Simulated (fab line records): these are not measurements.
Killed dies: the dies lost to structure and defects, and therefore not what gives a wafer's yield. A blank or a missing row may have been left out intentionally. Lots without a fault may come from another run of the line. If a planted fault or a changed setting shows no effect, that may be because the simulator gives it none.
Chamber matching :: flow nand harc :: 4 sister chambers for NHARC_A_WL_FILL_ALD_10 on ald hk-03
The step deposits SiO2, target thk 50 nm, pulse time 10 s, ald cycles 500. 8 wafers are shown with their chamber, then 7 later ones without.

## EACH WAFER AND ITS CHAMBER
wafer: L077.6
chamber: 2
heater power w (W): 526
precursor pulse height rel: 1.037

wafer: L080.2
chamber: 3
heater power w (W): 518
precursor pulse height rel: 0.973

wafer: L080.5
chamber: 1
heater power w (W): 488
precursor pulse height rel: 1.022

wafer: L082.2
chamber: 0
heater power w (W): 475
precursor pulse height rel: 1.001

wafer: L082.5
chamber: 1
heater power w (W): 501
precursor pulse height rel: 0.979

wafer: L082.6
chamber: 0
heater power w (W): 469
precursor pulse height rel: 1.025

wafer: L085.2
chamber: 3
heater power w (W): 519
precursor pulse height rel: 0.993

wafer: L085.3
chamber: 2
heater power w (W): 539
precursor pulse height rel: 0.974

## WAFERS WITH NO CHAMBER GIVEN
wafer: L085.5
heater power w (W): 527
precursor pulse height rel: 0.986

wafer: L090.3
heater power w (W): 540
precursor pulse height rel: 1.022

wafer: L090.5
heater power w (W): 544
precursor pulse height rel: 1.007

wafer: L090.6
heater power w (W): 535
precursor pulse height rel: 0.989

wafer: L093.3
heater power w (W): 534
precursor pulse height rel: 0.967

wafer: L093.4
heater power w (W): 473
precursor pulse height rel: 1.037

wafer: L093.6
heater power w (W): 535
precursor pulse height rel: 1.002

## EACH ONE'S CHAMBER
wafer: L085.5
from the rows above: can't be placed: 2 or 3
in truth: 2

wafer: L090.3
from the rows above: 2
in truth: 2

wafer: L090.5
from the rows above: 2
in truth: 2

wafer: L090.6
from the rows above: can't be placed: 2 or 3
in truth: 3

wafer: L093.3
from the rows above: can't be placed: 2 or 3
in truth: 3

wafer: L093.4
from the rows above: 0
in truth: 0

wafer: L093.6
from the rows above: 2
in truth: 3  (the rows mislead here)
Correctly placed: 3 of 7. Unplaceable from these rows: 3, with the true chamber sitting among the candidates in 3. Wrongly placed: 1.
How it was worked out, from the rows above alone: a wafer's distance from a chamber is the root of the sum, over the readings, of the square of ((its reading less the chamber's mean) divided by the reading's scatter). If the next closest chamber is less than 2 further off than the closest, the wafer can't be placed; otherwise it belongs to the closest. The mean given for a chamber averages the wafers shown for that chamber. How the scatter is found: for the shown wafers, subtract from each reading the mean of its chamber, square and add these, divide the total by (wafers less chambers), then take the root.
